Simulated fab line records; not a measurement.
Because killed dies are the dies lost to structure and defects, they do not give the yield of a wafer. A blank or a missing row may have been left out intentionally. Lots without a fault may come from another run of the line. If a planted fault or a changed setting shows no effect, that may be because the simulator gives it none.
One fault through the eyes of 3 desks | flow nand_harc | each desk has only its own numbers; what lay behind them comes last

== FROM THE METROLOGY DESK ==
What the gauges read, lot by lot, whatever tool the lot ran on: means of the sampled wafers that have a number. The brackets show how far a lot's mean lies from the usual mean; more than 4 standard deviations puts the lot out of limits, marked OUT.
Columns: A = cd_nm at NHARC_P_M2_CD_MEAS_09, usual 170.2 nm; B = cd_nm at NHARC_P_M2_CD_MEAS_16, usual 170.1 nm
lot  | first seen here | A                | B
L720 | day 7 07:18     | 170.5            | 170.5
L721 | day 7 19:20     | 169.9            | 169.5
L722 | day 8 00:16     | 170.5            | 170.8
L724 | day 8 20:11     | 170.1            | 170.0
L725 | day 9 13:06     | 170.3            | 170.2
L726 | day 9 19:37     | 175.4 (+8.5) OUT | 175.6 (+6.7) OUT
L728 | day 10 17:30    | 174.6 (+7.3) OUT | 175.0 (+5.9) OUT
L736 | day 14 00:30    | 170.5            | 170.5
L738 | day 14 15:59    | 170.8            | 170.5
L740 | day 16 00:43    | 169.3            | 168.9
This desk's verdict: out of limits on L726, L728, starting with L726 at day 9 19:37 (cd_nm at NHARC_P_M2_CD_MEAS_09). L720, L721, L722, L724, L725, L736, L738, L740 stayed within limits.

== THE DEFECT DESK ==
What the inspections along the route counted, lot by lot: means of the sampled wafers that have a number. The brackets show how far a lot's mean lies from the usual mean; more than 4 standard deviations puts the lot out of limits, marked OUT.
Columns: A = raw_defect_count at NHARC_P_M2_INSPECT_11, usual 4.1
lot  | first seen here | A
L720 | day 7 07:25     | 3.3
L721 | day 7 19:28     | 2.0
L722 | day 8 00:23     | 2.7
L724 | day 8 20:18     | 3.0
L725 | day 9 13:13     | 3.7
L726 | day 9 19:44     | 2.7
L728 | day 10 17:37    | 2.7
L736 | day 14 00:37    | 2.7
L738 | day 14 16:06    | 6.3
L740 | day 16 00:50    | 4.3
Result from this desk: across the 10 lots, nothing is out of limits.

== AT THE TOOL OWNER'S DESK: litho_track-01 ==
The tool's own readings at NHARC_P_M2_PEB_07 (peb time 65 s): means of the sampled wafers that have a number, for each lot that ran on this tool. The brackets show how far a lot's mean lies from the usual mean; more than 4 standard deviations puts the lot out of limits, marked OUT.
Columns: A = chill_plate_temp_C at NHARC_P_M2_PEB_07, usual 22.99 C; B = heater_power_total_W at NHARC_P_M2_PEB_07, usual 156.6 W; C = plate_temp_C at NHARC_P_M2_PEB_07, usual 99.98 C
lot  | first seen here | A     | B                | C
L722 | day 8 00:11     | 23.06 | 156.6            | 100.04
L724 | day 8 20:06     | 22.95 | 156.6            | 99.88
L726 | day 9 19:32     | 22.98 | 160.3 (+9.1) OUT | 101.56 (+14) OUT
L728 | day 10 17:25    | 23.02 | 160.5 (+9.6) OUT | 101.53 (+14) OUT
L736 | day 14 00:25    | 23.13 | 156.7            | 99.99
L738 | day 14 15:54    | 22.96 | 157.0            | 100.05
L740 | day 16 00:38    | 23.02 | 156.2            | 100.04
This desk's verdict: out of limits on L726, L728, starting with L726 at day 9 19:32 (heater_power_total_W at NHARC_P_M2_PEB_07). L722, L724, L736, L738, L740 stayed within limits.

== PUT TOGETHER ==
On L726, L728, at day 9 19:32, an alarm was possible from the tool owner's desk.
The metrology desk could have raised an alarm at day 9 19:37, on L726, L728.
The defect desk saw nothing out of limits.
The defect desk has L726, L728 on record, within its limits.
Of the lots named, all ran NHARC_P_M2_PEB_07 on litho_track-01.

== WHAT THE SIMULATOR HAD INSERTED ==
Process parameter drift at NHARC_P_M2_PEB_07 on litho_track-01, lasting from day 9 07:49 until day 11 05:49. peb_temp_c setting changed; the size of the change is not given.
Struck lots among those shown: L726, L728.
Fault start to first reading out of limits, in hours, per desk: tool owner, 12; metrology, 12.
